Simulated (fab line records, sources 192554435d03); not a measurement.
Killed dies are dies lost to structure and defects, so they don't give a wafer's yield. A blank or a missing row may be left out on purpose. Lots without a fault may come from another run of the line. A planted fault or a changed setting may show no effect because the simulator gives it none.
Split-lot experiment | flow n5_finfet | 7 lots, 39 wafers read, on a route of 1938 steps

THE SPLIT
At N5_BEOL_M3_TRENCH_ETCH_37 (etches SiOC in C4F6/O2, target depth 55.555 nm, time 29.2 s), the setting target_depth_a was moved away from the recipe's 555.55 angstrom on 6 of the 39 wafers read, by -44.1% to +23.1%. The other wafers ran this setting at the recipe's value.

FROM THE SPLIT TO THE READING: what the file shows between them, 2 steps
- N5_BEOL_M3_ETCH_41: etches SiCN in CH3F/O2, target depth 29.9 nm, time 52.5 s
- N5_BEOL_M3_STRIP_97: strips in N2/H2, time 10 s

THE READING
trench_depth_nm, in nm, at N5_BEOL_M3_OCD_MEAS_38. Fault-free wafers of this fab line usually give 55.6 nm, standard deviation 0.92 nm.

wafer  | tool, chamber at the split | target_depth_a as run, angstrom | against the recipe | trench_depth_nm, nm | against lot-mates on the recipe
L074.1 | rie_diel-01, 2             | 555.55                          | recipe             | 55.8                | -
L074.2 | rie_diel-01, 3             | 555.55                          | recipe             | 56.3                | -
L074.3 | rie_diel-01, 1             | 555.55                          | recipe             | 54.9                | -
L074.4 | rie_diel-01, 0             | 555.55                          | recipe             | 55.9                | -
L074.5 | rie_diel-01, 3             | 555.55                          | recipe             | 56.4                | -
L074.6 | rie_diel-01, 0             | 555.55                          | recipe             | 56.6                | -
L075.1 | rie_diel-01, 1             | 683.9                           | +23.1%             | 69.0                | +12.9
L075.2 | rie_diel-01, 2             | 555.55                          | recipe             | 56.2                | -
L075.3 | rie_diel-01, 0             | 555.55                          | recipe             | 56.6                | -
L075.4 | rie_diel-01, 3             | 683.9                           | +23.1%             | 70.3                | +14.2
L075.5 | rie_diel-01, 1             | 683.9                           | +23.1%             | 69.2                | +13.1
L075.6 | rie_diel-01, 2             | 555.55                          | recipe             | 55.4                | -
L076.1 | rie_diel-01, 2             | 555.55                          | recipe             | 56.0                | -
L076.2 | rie_diel-01, 0             | 555.55                          | recipe             | 56.7                | -
L076.3 | rie_diel-01, 1             | 555.55                          | recipe             | 55.9                | -
L076.4 | rie_diel-01, 3             | 555.55                          | recipe             | 56.9                | -
L076.5 | rie_diel-01, 3             | 555.55                          | recipe             | 57.0                | -
L076.6 | rie_diel-01, 0             | 555.55                          | recipe             | 56.9                | -
L079.1 | rie_diel-01, 0             | 555.55                          | recipe             | 56.2                | -
L079.2 | rie_diel-01, 1             | 310.6                           | -44.1%             | 31.1                | -24.8
L079.3 | rie_diel-01, 3             | 555.55                          | recipe             | 55.9                | -
L079.4 | rie_diel-01, 2             | 555.55                          | recipe             | 55.6                | -
L079.5 | rie_diel-01, 1             | 310.6                           | -44.1%             | 31.0                | -24.9
L079.6 | rie_diel-01, 2             | 310.6                           | -44.1%             | 31.2                | -24.7
L086.1 | rie_diel-03, 3             | 555.55                          | recipe             | 54.7                | -
L086.2 | rie_diel-03, 1             | 555.55                          | recipe             | 55.5                | -
L086.3 | rie_diel-03, 2             | 555.55                          | recipe             | 55.2                | -
L086.4 | rie_diel-03, 0             | 555.55                          | recipe             | 54.6                | -
L086.5 | rie_diel-03, 3             | 555.55                          | recipe             | 54.9                | -
L086.6 | rie_diel-03, 0             | 555.55                          | recipe             | 54.9                | -
L092.1 | rie_diel-06, 3             | 555.55                          | recipe             | 55.8                | -
L092.5 | rie_diel-06, 0             | 555.55                          | recipe             | 57.2                | -
L092.6 | rie_diel-06, 1             | 555.55                          | recipe             | 58.2                | -
L097.1 | rie_diel-01, 2             | 555.55                          | recipe             | 55.9                | -
L097.2 | rie_diel-01, 0             | 555.55                          | recipe             | 55.4                | -
L097.3 | rie_diel-01, 1             | 555.55                          | recipe             | 54.4                | -
L097.4 | rie_diel-01, 3             | 555.55                          | recipe             | 55.5                | -
L097.5 | rie_diel-01, 1             | 555.55                          | recipe             | 54.7                | -
L097.6 | rie_diel-01, 2             | 555.55                          | recipe             | 55.3                | -

THE FIT
A straight line over all 39 wafers: trench_depth_nm changes by +0.568 nm for each +1% of target_depth_a; r = +0.99; the points scatter about the line by 0.84 nm.
The same after taking each lot's own level away (the mean of its wafers on the recipe; 39 wafers): +0.567 nm for each +1%; r = +1.00; scatter 0.53 nm.
On that fit, the largest move of target_depth_a shifts the reading by 25 nm.
The lots' own levels span 54.97 to 57.07 nm, that is 2.3 times the standard deviation above.
So the lot-to-lot level changes the slope little: the two slopes agree.
Check: with one of the wafers moved furthest among these (-44.1%) left out of the fit, the line predicts -25 nm for it against its lot-mates. It came out at -24.8 nm against them.

OTHER SPLITS ON THESE WAFERS
These wafers also went through other splits before the reading. Each is held against what the fit with the lots' levels taken away leaves over:
other split on the same wafers         | wafers away from the commonest value | r with trench_depth_nm (lot level and that fit taken away)
N5_FIN_SAQP_PECVD_06 time_s            | 18                                   | +0.02
N5_SD_EPI_P_ETCH_16 target_depth_a     | 15                                   | +0.02
N5_BEOL_M0_SAQP_HM_DEP_02 target_thk_a | 12                                   | +0.06
N5_BEOL_M1_ILD_DEP_00 time_s           | 12                                   | +0.15

THE WHOLE CHAIN: every reading that the file lists as answering this split, in the file's order
step                      | what it does                                                | reading                                                                          | change (the file's fit)                | r (the file's)
N5_BEOL_M3_TRENCH_ETCH_37 | etches SiOC in C4F6/O2, target depth 55.555 nm, time 29.2 s | etch.depth_nm (the simulator's own value, which no gauge read)                   | +0.569 nm for each +1% of the setting  | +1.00
N5_BEOL_M3_TRENCH_ETCH_37 | etches SiOC in C4F6/O2, target depth 55.555 nm, time 29.2 s | BEOL_M3.feature_depth_nm (the simulator's own value, which no gauge read)        | +0.568 nm for each +1% of the setting  | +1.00
N5_BEOL_M3_TRENCH_ETCH_37 | etches SiOC in C4F6/O2, target depth 55.555 nm, time 29.2 s | TiN_of_BEOL_M3_HM_DEP_02.thk_nm (the simulator's own value, which no gauge read) | -0.0233 nm for each +1% of the setting | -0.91
N5_BEOL_M3_OCD_MEAS_38    |                                                             | trench_depth_nm                                                                  | +0.567 nm for each +1% of the setting  | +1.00

THE FILE'S OWN FIT
trench_depth_nm changes by +0.567 nm for each +1% of target_depth_a, r = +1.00.
